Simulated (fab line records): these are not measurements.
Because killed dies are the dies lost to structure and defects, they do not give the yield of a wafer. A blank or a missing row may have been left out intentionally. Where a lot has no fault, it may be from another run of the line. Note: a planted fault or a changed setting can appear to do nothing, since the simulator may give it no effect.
A struck lot beside a sound one -- flow nand-harc -- 42 steps out of a route of 1159
Sound: the wafers L775.1, L775.2, L775.3. The struck wafers were L787.2, L787.3, L787.6. The cause is named last.
Per side, at each step with rows, come the tool, then ch with its chambers, and then its first start. Under that, the readings that differ: sound wafers -- struck wafers -- difference of the means -- sigmas: that difference in standard deviations of wafers without a fault.
alike: a reading whose means differ by less than 2 such deviations, as well as words and numbers matching on both sides. not compared: withheld readings; readings where some wafer has no value; bounds like >300 that might hide an equal value; numbers whose values overlap and for which the record gives no deviation.
Wherever a step has rows on one side only, a row that says differs or no value, or a row with sigmas, the two part there. Non-overlapping numbers with no deviation appear without sigmas and do not part them. Lack of a reading on every wafer of one side parts them only where that side has two or more wafers.

first, 6 steps without rows for these wafers: NHARC_A_M1_PRE_CLEAN_30 (time 30 s); NHARC_A_M1_PVD_20 (deposits TaN, target thk 5 nm, time 8.06 s); NHARC_A_M1_PVD_21 (deposits Cu, target thk 30 nm, time 20.49 s); NHARC_A_M1_ECD_22 (material Cu, target thk 400 nm); NHARC_A_M1_ANNEAL_31 (time 90 s); NHARC_A_M1_CMP_23 (polishes, t overpolish 20 s, target thk 154.34 nm).
NHARC_A_M1_THK_MEAS_24: measures by xrf.
  sound on film-metro-01 at day 19 19:31; struck on film-metro-01 at day 21 22:17
  alike: thk-nm
then, 1 step without rows for these wafers: NHARC_A_M1_SRD_25.
NHARC_A_M1_INSPECT_27:
  sound on defect-inspect-02 at day 19 19:40; struck on defect-inspect-01 at day 21 22:28
  alike: raw-defect-count
then, 2 steps without rows for these wafers: NHARC_A_M1_PRE_CLEAN_32 (time 12 s); NHARC_A_M1_DEP_33 (deposits SiCN, target thk 30 nm).
NHARC_A_BONDPAD_DEP_00: deposits SiCN, target thk 250 nm.
  sound on pecvd-03 ch 0,1,2, day 19 20:49; struck on pecvd-02 ch 1,2, day 21 23:12
  alike: chamber-pressure-Torr, heater-power-w
then, 1 step without rows for these wafers: NHARC_A_BONDPAD_CMP_29 (polishes SiCN, target thk 200 nm).
NHARC_A_BONDPAD_THK_MEAS_30: measures by ellipsometry.
  sound on film-metro-02 at day 19 21:28; struck on film-metro-02 at day 21 23:49
  alike: thk-nm
then, 10 steps without rows for these wafers: NHARC_A_BONDPAD_SRD_31; NHARC_A_BONDPAD_DEHYDRATE_01 (time 120 s); NHARC_A_BONDPAD_HMDS_02 (time 30 s); NHARC_A_BONDPAD_COAT_33 (time 65 s); NHARC_A_BONDPAD_COAT_03 (resist thk 600 nm); NHARC_A_BONDPAD_SOFTBAKE_04 (time 70 s); NHARC_A_BONDPAD_EBR_05; NHARC_A_BONDPAD_EXPOSE_06 (exposes mask A BPAD); NHARC_A_BONDPAD_PEB_07 (peb time 80 s); NHARC_A_BONDPAD_DEVELOP_08 (time 50 s).
NHARC_A_BONDPAD_CD_MEAS_09 targets a cd of 500 nm.
  sound on cd-sem-03 ch 0, day 19 22:02; struck on cd-sem-03 ch 0, day 22 00:16
  alike: cd-nm
NHARC_A_BONDPAD_OVL_MEAS_35:
  sound on overlay-02 at day 19 22:08; struck on overlay-02 at day 22 00:20
  alike: overlay-x-nm, overlay-y-nm
then, 1 step without rows for these wafers: NHARC_A_BONDPAD_HARDBAKE_10 (time 65 s).
NHARC_A_BONDPAD_DESCUM_11: chemistry O2, time 3 s.
  sound on rie-diel-03 ch 0,2,3, day 19 22:15; struck on rie-diel-03 ch 0,2,3, day 22 00:29
  alike: drypump-motor-current-A, o2-flow-sccm, oes-product-au, rf-vpp-V, showerhead-plenum-p-Torr, throttle-valve-pct
  not compared: rf-hours-counter-h
NHARC_A_BONDPAD_ETCH_34: etches the open film in N2/H2, target depth 60 nm, overetch 18 nm, time 65.91 s.
  sound on rie-diel-03 ch 0,1,2, day 19 22:20; struck on rie-diel-03 ch 0,1, day 22 00:33
  alike: drypump-motor-current-A, oes-product-au, rf-vpp-V, showerhead-plenum-p-Torr, throttle-valve-pct
  not compared: rf-hours-counter-h
then, 1 step without rows for these wafers: NHARC_A_BONDPAD_ETCH_12 (etches the open film in CHF3/O2, target depth 220 nm, time 110 s).
NHARC_A_BONDPAD_CD_MEAS_13:
  sound on cd-sem-02 at day 19 22:36; struck on cd-sem-01 at day 22 00:47
  alike: cd-nm
then, 4 steps without rows for these wafers: NHARC_A_BONDPAD_STRIP_15 (strips in O2); NHARC_A_BONDPAD_ETCH_24 (etches the open film in CF4/N2, target depth 30 nm, time 72.99 s); NHARC_A_BONDPAD_STRIP_16 (strips in post etch residue remover, time 600 s); NHARC_A_BONDPAD_DEGAS_25 (time 60 s).
NHARC_A_BONDPAD_PRE_CLEAN_26: time 30 s.
  sound on pvd-sputter-01; struck on pvd-sputter-02
  alike: heater-power-w
NHARC_A_BONDPAD_PVD_17: deposits TaN, target thk 5 nm, time 8.06 s.
  sound on pvd-sputter-01; struck on pvd-sputter-02
  alike: chamber-pressure-pa, throttle-valve-pct
NHARC_A_BONDPAD_PVD_27: deposits Cu, target thk 30 nm, time 20.49 s.
  sound on pvd-sputter-01; struck on pvd-sputter-02
  alike: chamber-pressure-pa, throttle-valve-pct
then, 3 steps without rows for these wafers: NHARC_A_BONDPAD_ECD_18 (material Cu, target thk 400 nm); NHARC_A_BONDPAD_ANNEAL_28 (time 90 s); NHARC_A_BONDPAD_CMP_19 (polishes, t overpolish 30 s, cu recess touch 16 s, target thk 169.8 nm).
NHARC_END_SORT_01:
  sound on prober-01 ch 0, day 21 08:10; struck on prober-02 ch 0, day 23 12:23
reading,sound,struck,difference,sigmas
defect-limited-yield (%),95.0 95.7 92.9,88.2 88.0 88.5,-6.3,-4
killed-at-array,29 22 37,79 78 74,+48,+5
killed-at-periphery,4 6 9,1 1 2,-5,-2
killed-dies,34 29 48,80 81 78,+43,+4
sort_bin_2_pct (%),1.6 1.2 2.5,4.1 4.1 3.7,+2.2,+4
sort_bin_3_pct (%),0.15 0.44 0.59,4.58 3.10 4.43,+3.64,+15
sort-n-pass,643 648 629,597 596 599,-43,-4
sort-rim-yield-pct (%),95.3 97.2 93.4,84.9 81.1 82.1,-12.6,-4
sort-yield-pct (%),95.0 95.7 92.9,88.2 88.0 88.5,-6.3,-4
  alike: killed-at-other, killed-open, killed-short, sort_bin_4_pct

WHERE THEY PART
Within this record, at NHARC_END_SORT_01 only.

WHY: what had been put in by the simulator
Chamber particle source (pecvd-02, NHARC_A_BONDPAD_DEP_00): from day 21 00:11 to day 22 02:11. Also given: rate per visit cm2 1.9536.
